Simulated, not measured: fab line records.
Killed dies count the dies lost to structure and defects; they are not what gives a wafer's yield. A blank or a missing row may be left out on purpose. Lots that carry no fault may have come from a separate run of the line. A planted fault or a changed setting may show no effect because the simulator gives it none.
Chamber matching	flow n5_finfet	pecvd-01 running N5_BEOL_M14_ILD_DEP_00: 3 sister chambers
The step deposits SiO2 from TEOS/O2, target thk 1119.3 nm, time 237.4 s. 6 wafers are shown with their chamber, then 9 later ones without.

== EACH WAFER AND ITS CHAMBER ==
wafer	chamber	throttle_valve_pct (%)	showerhead_plenum_p_Torr (Torr)
L081.6	2	18.2	8.37
L083.1	2	18.8	8.36
L083.6	1	18.0	8.35
L084.2	0	19.8	8.30
L084.3	0	19.5	8.31
L084.6	1	18.3	8.33

== WAFERS WITHOUT THEIR CHAMBER ==
wafer	throttle_valve_pct (%)	showerhead_plenum_p_Torr (Torr)
L086.3	18.7	8.37
L086.5	18.8	8.36
L086.6	18.4	8.32
L090.3	19.8	8.35
L090.4	18.3	8.34
L090.5	19.4	8.31
L092.1	18.4	8.32
L092.2	19.6	8.31
L092.5	19.9	8.34

== WHICH CHAMBER EACH WENT THROUGH ==
wafer	from the rows above	in truth
L086.3	2	2
L086.5	can't be placed: 2 or 1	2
L086.6	1	1
L090.3	can't be placed: 0 or 2 or 1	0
L090.4	1	1
L090.5	0	0
L092.1	1	1
L092.2	0	0
L092.5	can't be placed: 0 or 2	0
6 of 9 placed correctly. From these rows, 3 cannot be placed; in 3 the true chamber is one of the candidates. Wrongly placed: 0.
How it was worked out, from the rows above alone: a wafer's distance from a chamber is the root of the sum, over the readings, of the square of ((its reading less the chamber's mean) divided by the reading's scatter). The wafer belongs to the nearest chamber; if the next one is less than 2 further off, it can't be placed. The mean given for a chamber averages the wafers shown for that chamber. The scatter: the root of (the sum of the squares of (reading less its chamber's mean) over the shown wafers, divided by (wafers less chambers)).
